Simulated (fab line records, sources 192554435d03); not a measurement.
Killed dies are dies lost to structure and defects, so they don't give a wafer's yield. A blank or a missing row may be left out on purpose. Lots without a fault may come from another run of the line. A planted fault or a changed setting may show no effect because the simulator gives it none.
fab line records | flow n5_finfet
record lots=6 wafers=18 last_day=17
route steps=1938 shown FIN_SAQP@148 FIN_CUT@154
lots that met no fault: from a run of the same line without faults
start_h: hours from the record's first day to the start of the lot's first wafer shown | wait_h: hours since the lot's step before | " the same as in the row above | L1.1+2: a row that stands for several wafers | - no value, or no start given | * or withheld: withheld | < > ~ a bound
route shown NAME@n: a module of which the file shows steps, and the number in the route of the first | usual: mean/standard deviation of fault-free wafers | same: alike in all rows | chamber/n: place in a boat | sites: the reading at each site | _std_site: their standard deviation | _edge_site: outer sites' mean less inner sites' | radius_mm: how far each site lies from the wafer's centre | mask NAME#n: copy n | behind: the tool/chamber that last shaped the wafer | hold: why the lot was held/for how many hours/how that ended | device: the transistor (n, p or np) that didn't switch | end of line: the same wafers' tests at the end of the route | a step without rows: its recipe alone | killed: dies lost to structure and defects at the first sort, not the wafer's yield | map: a wafer's dies, x killed, . not, _ none there
set.NAME: the setting as run; set.NAME@STEP: as run at that earlier step | model.NAME: the simulator's own value behind a step, which no gauge read
lots at some steps of the route; a table a step, a row a wafer
services: from which hour (start_h, from the record's first day; less than 0 if before it) a tool's chamber was out of use, for how many hours, and why
## steps
# step N5_FIN_SAQP_CD_MEAS_37
# recipe target_cd_nm=8 polarity=line
# usual cd_nm=8.13/0.27
# columns lot.wafer tool chamber start_h wait_h cd_nm
L838.1 cd_sem-02 - 96.04 0.1 7.95
L838.3 " - " " 8.15
L838.4 " - " " 7.95
L839.2 cd_sem-02 - 101.53 0.1 7.74
L839.5 " - " " 8.08
L839.6 " - " " 8.17
L840.1 cd_sem-02 - 105.24 0.1 8.24
L840.2 " - " " 8.12
L840.5 " - " " 7.67
L841.1 cd_sem-02 - 112.81 0.1 8.19
L841.2 " - " " 8.28
L841.4 " - " " 8.25
L849.3 cd_sem-03 - 158.18 0.1 8.25
L849.4 " - " " 8.19
L849.5 " - " " 7.60
L850.2 cd_sem-03 - 164.54 0.1 8.19
L850.4 " - " " 7.99
L850.6 " - " " 8.21
# step N5_FIN_SAQP_PRECLEAN_38
# recipe chemistry=O3/DIW time_s=45 temp_c=22 o3_ppm=10
# step N5_FIN_SAQP_PRECLEAN_45
# recipe chemistry=dHF time_s=10 dilution=500:1 temp_c=25
# step N5_FIN_SAQP_SRD_39
# recipe dry=ipa_marangoni time_s=30 temp_c=23 rinse_liquid=diw
# step N5_FIN_SAQP_OCD_MEAS_76
# usual trench_depth_nm=119.2/2
# columns lot.wafer tool chamber start_h wait_h trench_depth_nm
L838.1 ocd-01 - 96.14 0.0 118.5
L838.3 " - " " 118.3
L838.4 " - " " 117.3
L839.2 ocd-01 - 101.63 0.0 119.9
L839.5 " - " " 118.3
L839.6 " - " " 118.9
L840.1 ocd-01 - 105.34 0.0 118.1
L840.2 " - " " 118.3
L840.5 " - " " 119.8
L841.1 ocd-02 - 112.91 0.0 122.4
L841.2 " - " " 122.7
L841.4 " - " " 119.0
L849.3 ocd-01 - 158.28 0.0 118.4
L849.4 " - " " 117.8
L849.5 " - " " 118.5
L850.2 ocd-01 - 164.64 0.0 118.2
L850.4 " - " " 117.6
L850.6 " - " " 117.2
# step N5_FIN_SAQP_INSPECT_40
# recipe inspect_instrument=brightfield mode=aei
# usual raw_defect_count=228/75
# columns lot.wafer tool chamber start_h wait_h raw_defect_count
L838.1 defect_inspect-01 - 96.18 0.0 289
L838.3 " - " " 235
L838.4 " - " " 247
L839.2 defect_inspect-01 - 101.66 0.0 290
L839.5 " - " " 163
L839.6 " - " " 205
L840.1 defect_inspect-02 - 105.37 0.0 419
L840.2 " - " " 554
L840.5 " - " " 307
L841.1 defect_inspect-02 - 112.94 0.0 177
L841.2 " - " " 215
L841.4 " - " " 159
L849.3 defect_inspect-02 - 158.30 0.0 197
L849.4 " - " " 294
L849.5 " - " " 146
L850.2 defect_inspect-02 - 164.67 0.0 144
L850.4 " - " " 146
L850.6 " - " " 114
# step N5_FIN_CUT_COAT_18
# recipe resist=SOC temp_c=250 time_s=60 spin_rpm=1500 resist_thk_nm=230
# step N5_FIN_CUT_COAT_19
# recipe resist=SiARC temp_c=220 time_s=60 spin_rpm=1500 resist_thk_nm=20
# step N5_FIN_CUT_COAT_29
# recipe resist=underlayer temp_c=205 time_s=60 spin_rpm=1500 resist_thk_nm=10
# step N5_FIN_CUT_COAT_02
# recipe resist=CAR-EUV spin_rpm=1500 resist_thk_nm=30
# step N5_FIN_CUT_EBR_04
# recipe solvent=PGMEA ebr_width_mm=1.5
# step N5_FIN_CUT_SOFTBAKE_03
# recipe temp_c=110 time_s=60 resist=CAR-EUV
# step N5_FIN_CUT_EXPOSE_05
# recipe mask_id=FIN_CUT na=0.33 source_shape=annular sigma_inner=0.35 sigma_outer=0.8 polarization=unpolarized dose_mj=45.75
# usual exposure_dose_mJ_cm2=45.79/0.11 focus_offset_nm=-0.1/0.5
# columns lot.wafer tool chamber start_h wait_h mask exposure_dose_mJ_cm2 focus_offset_nm
L838.1 euv_scanner-02 - 96.47 - FIN_CUT#0 - -
L838.3 " - " " FIN_CUT#0 - -
L838.4 " - " " FIN_CUT#0 - -
L839.2 euv_scanner-02 - 101.84 - FIN_CUT#0 - -
L839.5 " - " " FIN_CUT#0 - -
L839.6 " - " " FIN_CUT#0 - -
L840.1 euv_scanner-02 0 105.54 - FIN_CUT#0 45.62 0.0
L840.2 " 0 " " FIN_CUT#0 45.68 0.3
L840.5 " 0 " " FIN_CUT#0 45.66 0.6
L841.1 euv_scanner-01 0 113.23 - FIN_CUT#0 45.92 0.5
L841.2 " 0 " " FIN_CUT#0 45.92 0.4
L841.4 " 0 " " FIN_CUT#0 45.89 -0.8
L849.3 euv_scanner-01 0 158.61 - FIN_CUT#0 45.81 -0.8
L849.4 " 0 " " FIN_CUT#0 45.88 -0.6
L849.5 " 0 " " FIN_CUT#0 45.83 -1.0
L850.2 euv_scanner-01 0 164.84 - FIN_CUT#0 45.88 -0.4
L850.4 " 0 " " FIN_CUT#0 45.89 -0.1
L850.6 " 0 " " FIN_CUT#0 45.83 0.0
# step N5_FIN_CUT_PEB_06
# recipe peb_temp_c=100 peb_time_s=60 resist=CAR-EUV
## services
# columns tool chamber start_h hours kind
euv_scanner-02 - 75.12 4.6 pm
euv_scanner-01 - 96.94 1.0 pm
euv_scanner-02 - 109.32 1.3 repair
euv_scanner-02 - 125.28 1.0 pm
euv_scanner-01 - 144.57 1.2 repair
euv_scanner-01 - 153.09 1.0 pm
## key
first_sign step=N5_FIN_CUT_EXPOSE_05 reading=tool_record direction=missing
effect none on later readings
met_at N5_FIN_CUT_EXPOSE_05
struck_wafers L838.1,L838.3,L838.4,L839.2,L839.5,L839.6
later_rows_left_out L838.1,L838.3,L838.4,L839.2,L839.5,L839.6
sort_left_out L838.1,L838.3,L838.4,L839.2,L839.5,L839.6
fault kind=skipped_step_whole tool=euv_scanner-02 chamber=- onset_h=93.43 steps=N5_FIN_CUT_EXPOSE_05 scope=struck_lots_only
# sort_left_out: the simulated sort isn't trusted on such a fault, so these wafers' sort isn't shown, and their yield isn't known
# later_rows_left_out: the simulator's readings of these wafers behind a module that went badly wrong aren't trusted and aren't shown, but for the sort
